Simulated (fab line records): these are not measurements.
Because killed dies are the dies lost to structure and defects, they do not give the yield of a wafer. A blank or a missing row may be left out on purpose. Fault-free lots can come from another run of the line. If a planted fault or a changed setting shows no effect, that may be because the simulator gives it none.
A struck lot beside a sound one -- flow n5 finfet -- 29 steps out of a route of 1938
Sound: the wafers L573.1, L573.2, L573.4. Wafers L582.2, L582.3, L582.4 were the ones struck. The cause is given at the end.
For every step that has rows: the tool of each side, followed by ch and its chambers, followed by its first start. Under that, the readings that differ: sound wafers -- struck wafers -- difference of the means -- sigmas: that difference in standard deviations of wafers without a fault.
alike: readings whose means differ by less than 2 such deviations, and words and numbers that are the same on both sides. not compared: withheld readings, readings that some wafer has no value for, bounds like >300 that may hide the same value, and numbers for which the record gives no deviation and whose values overlap.
Wherever a step has rows on one side only, a row that says differs or no value, or a row with sigmas, the two part there. Numbers that have no deviation but don't overlap get no sigmas and don't part them. A reading that every wafer of one side lacks parts them only if that side has two wafers or more.

N5_BEOL_M6_ETCH_72: etches underlayer in N2/H2, target depth 6.5 nm, time 5.2 s.
  sound on rie diel-02 ch 1,2,3, day 12 13:55; struck on rie diel-01 ch 0,1,3, day 15 00:59
  alike: drypump motor current A, etch rf on time s, oes product au, rf vpp V, showerhead plenum p Torr, throttle valve pct
  not compared: rf hours counter h
then, 8 steps without rows for these wafers: N5_BEOL_M6_ETCH_65 (etches SiARC in CF4, target depth 15.6 nm, time 26 s); N5_BEOL_M6_ETCH_66 (etches SOC in N2/H2, target depth 80 nm, overetch 16 nm, time 120 s); N5_BEOL_M6_STRIP_69 (strips in N2/H2); N5_BEOL_M6_STRIP_73 (strips in N2/H2); N5_BEOL_M6_VIA_ETCH_34 (etches SiCOH lowk in C4F6/O2, target depth 126.3 nm, time 50.9 s); N5_BEOL_M6_STRIP_76 (strips in C4F6/O2); N5_BEOL_M6_STRIP_36 (strips in N2/H2); N5_BEOL_M6_TRENCH_ETCH_37 (etches SiCOH lowk in C4F6/O2, target depth 94.435 nm, time 31.5 s).
N5_BEOL_M6_ETCH_41: etches SiCN in CH3F/O2, target depth 29.7 nm, time 52 s.
  sound: rie diel-02 ch 1,2,3; struck: rie diel-01 ch 0,1,3
  alike: drypump motor current A, oes product au, rf vpp V, showerhead plenum p Torr, throttle valve pct
  not compared: rf hours counter h
then, 1 step without rows for these wafers: N5_BEOL_M6_STRIP_80 (strips in N2/H2, time 10 s).
N5_BEOL_M6_OCD_MEAS_38:
  struck on ocd-02, day 15 01:22; sound on ocd-01, day 12 14:18
  alike: trench depth nm
N5_BEOL_M6_HM_STRIP_39: strips TiN in peroxide tin strip, target depth 25 nm, time 158 s.
  sound on wet bench-04 ch 3,5,6, day 12 14:20; struck on wet bench-05 ch 0,4,6, day 15 01:24
  no value came back on the struck wafers for bath guard temp C (C), bath heat duty pct (%); on the sound wafers bath guard temp C (C) reads 49.7 49.5 50.4
reading,sound,struck,difference,sigmas
model.TiN_of_BEOL_M6_HM_DEP_02.thk nm (nm),0 0 0,17.2 17.2 17.2,+17.2,
then, 1 step without rows for these wafers: N5_BEOL_M6_SRD_40 (time 30 s).
N5_BEOL_M6_PRECLEAN_42: cleans in residue remover, time 60 s.
  sound on wet bench-04 ch 3,5,6, day 12 14:28; struck on wet bench-05 ch 0,4,6, day 15 01:28
reading,sound,struck,difference,sigmas
model.TiN_of_BEOL_M6_HM_DEP_02.thk nm (nm),0 0 0,6.2 6.2 6.2,+6.2,
then, 1 step without rows for these wafers: N5_BEOL_M6_SRD_43 (time 30 s).
N5_BEOL_M6_CD_MEAS_35: target cd 40 nm, target cd y 28 nm.
  struck on cd sem-01, day 15 01:31; sound on cd sem-02, day 12 14:33
  alike: cd nm
N5_BEOL_M6_CURE_75: cures SiCOH lowk, time 120 s.
  sound on uv cure-03 ch 0, day 12 14:35; struck on uv cure-03 ch 0, day 15 01:37
  alike: lamp power pct, wafer_temp_C_max
then, 1 step without rows for these wafers: N5_BEOL_M6_DEGAS_44 (time 60 s).
N5_BEOL_M6_PRE_CLEAN_45: time 30 s.
  struck on pvd sputter-03, day 15 02:30; sound on pvd sputter-03, day 12 15:06
  alike: heater power w
then, 3 steps without rows for these wafers: N5_BEOL_M6_ALD_77 (deposits TaN, target thk 2 nm, pulse time 2 s, purge time 3 s); N5_BEOL_M6_SURFACE_TREAT_79; N5_BEOL_M6_CVD_78 (deposits Co from CCTBA/H2, target thk 2 nm, time 142.3 s).
N5_BEOL_M6_SPUTTER_48: material Cu, target thk 10 nm, time 1.667 s.
  struck on pvd sputter-03, day 15 03:22; sound on pvd sputter-02, day 12 15:56
  alike: cathode dc power W, throttle valve pct
then, 2 steps without rows for these wafers: N5_BEOL_M6_ECD_50 (material Cu, target thk 300 nm); N5_BEOL_M6_ANNEAL_51 (time 90 s).
N5_BEOL_M6_CMP_52: polishes, stops on SiCOH lowk, t overpolish 6.9 s, target thk 80 nm.
  sound on cmp-04 ch 0,1,3, day 12 17:12; struck on cmp-04 ch 1,2,3, day 15 04:25
reading,sound,struck,difference,sigmas
barrier field endpoint s (s),28.2 27.9 28.6,36.4 36.6 36.0,+8.1,+13
  alike: clearing platen down force psi, motor current A
N5_BEOL_M6_THK_MEAS_53: measures by xrf.
  struck on film metro-01, day 15 04:43; sound on film metro-02, day 12 17:29
  alike: M6_THK
-- the record jumps here: 4 days lie between the struck wafers' starts before and after (it left off in module BEOL_M6 and takes up again in module PASSIVATION, whose first step shown is number 1936 of the route) --
N5_PASSIVATION_PROBE_49:
  struck on prober-01, day 18 18:44; sound on prober-01, day 16 04:10
reading,sound,struck,difference,sigmas
killed open,75 64 72,96,+26,+2
sort_bin_6_memory (%),3.1 2.8 2.7,4.4,+1.5,+3
  alike: defect limited yield, killed_at_M0_to_M3, killed_at_M4_up, killed at contacts, killed at front end, killed at other, killed dies, killed short, sort_bin_5_function, sort n pass, sort yield pct

== WHERE THEY PART ==
Last at N5_PASSIVATION_PROBE_49 as far as this record goes, first at N5_BEOL_M6_HM_STRIP_39.

WHY: what the simulator had put in
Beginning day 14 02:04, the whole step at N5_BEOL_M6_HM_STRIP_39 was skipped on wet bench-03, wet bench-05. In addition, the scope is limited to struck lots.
